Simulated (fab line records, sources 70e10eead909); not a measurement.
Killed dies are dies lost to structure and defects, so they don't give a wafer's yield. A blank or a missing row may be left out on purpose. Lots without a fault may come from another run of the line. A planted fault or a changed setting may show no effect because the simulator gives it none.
Chamber matching | flow nand_harc | NHARC_THIN_TSV_DESCUM_35 on rie_diel-13: 4 sister chambers
The step chemistry O2, time 3 s. 18 wafers are shown with their chamber, then 9 later ones without.

WAFERS WITH THEIR CHAMBER
wafer  | chamber | showerhead_plenum_p_Torr (Torr) | drypump_motor_current_A (A) | rf_vpp_V (V)
L076.1 | 1       | 1.82                            | 5.0                         | 57.2
L076.4 | 0       | 1.84                            | 6.4                         | 58.4
L076.5 | 3       | 1.80                            | 5.6                         | 56.5
L078.1 | 0       | 1.84                            | 6.4                         | 58.5
L078.2 | 2       | 1.94                            | 5.4                         | 59.8
L078.3 | 1       | 1.81                            | 5.0                         | 57.1
L080.1 | 3       | 1.80                            | 5.6                         | 56.5
L080.2 | 2       | 1.94                            | 5.4                         | 57.8
L080.6 | 0       | 1.84                            | 6.4                         | 58.9
L082.1 | 2       | 1.94                            | 5.4                         | 56.9
L082.2 | 0       | 1.84                            | 6.5                         | 56.1
L082.3 | 1       | 1.81                            | 5.0                         | 58.5
L085.1 | 0       | 1.84                            | 6.5                         | 58.7
L085.4 | 3       | 1.80                            | 5.6                         | 57.0
L085.5 | 1       | 1.81                            | 5.0                         | 56.0
L084.2 | 0       | 1.84                            | 6.4                         | 57.3
L084.3 | 2       | 1.94                            | 5.5                         | 60.4
L084.6 | 2       | 1.94                            | 5.4                         | 58.4

SIGNATURES (means of the wafers above)
reading                  | chamber 0 | chamber 1 | chamber 2 | chamber 3 | scatter within a chamber
showerhead_plenum_p_Torr | 1.8400    | 1.8125    | 1.9400    | 1.8000    | 0.00231
drypump_motor_current_A  | 6.433     | 5.000     | 5.420     | 5.600     | 0.039
rf_vpp_V                 | 57.983    | 57.200    | 58.660    | 56.667    | 1.11
Rule: a wafer's distance from a chamber is the root of the sum, over the readings, of the square of ((its reading less the chamber's mean) divided by the reading's scatter). The wafer belongs to the nearest chamber; if the next one is less than 2 further off, it can't be placed. The scatter: the root of (the sum of the squares of (reading less its chamber's mean) over the shown wafers, divided by (wafers less chambers)).

WAFERS WITHOUT THEIR CHAMBER
wafer  | showerhead_plenum_p_Torr (Torr) | drypump_motor_current_A (A) | rf_vpp_V (V)
L088.2 | 1.81                            | 5.0                         | 58.0
L088.4 | 1.80                            | 5.6                         | 57.5
L088.5 | 1.84                            | 6.4                         | 58.0
L091.2 | 1.80                            | 5.6                         | 57.8
L091.3 | 1.94                            | 5.4                         | 58.4
L091.4 | 1.84                            | 6.5                         | 57.1
L095.1 | 1.84                            | 6.4                         | 56.5
L095.2 | 1.81                            | 4.9                         | 57.6
L095.5 | 1.84                            | 6.4                         | 57.3

WHICH CHAMBER EACH WENT THROUGH
wafer  | from the rows above | in truth
L088.2 | 1                   | 1
L088.4 | 3                   | 3
L088.5 | 0                   | 0
L091.2 | 3                   | 3
L091.3 | 2                   | 2
L091.4 | 0                   | 0
L095.1 | 0                   | 0
L095.2 | 1                   | 1
L095.5 | 0                   | 0
Placed correctly: 9 of 9. Can't be placed from these rows: 0. Placed wrongly: 0.
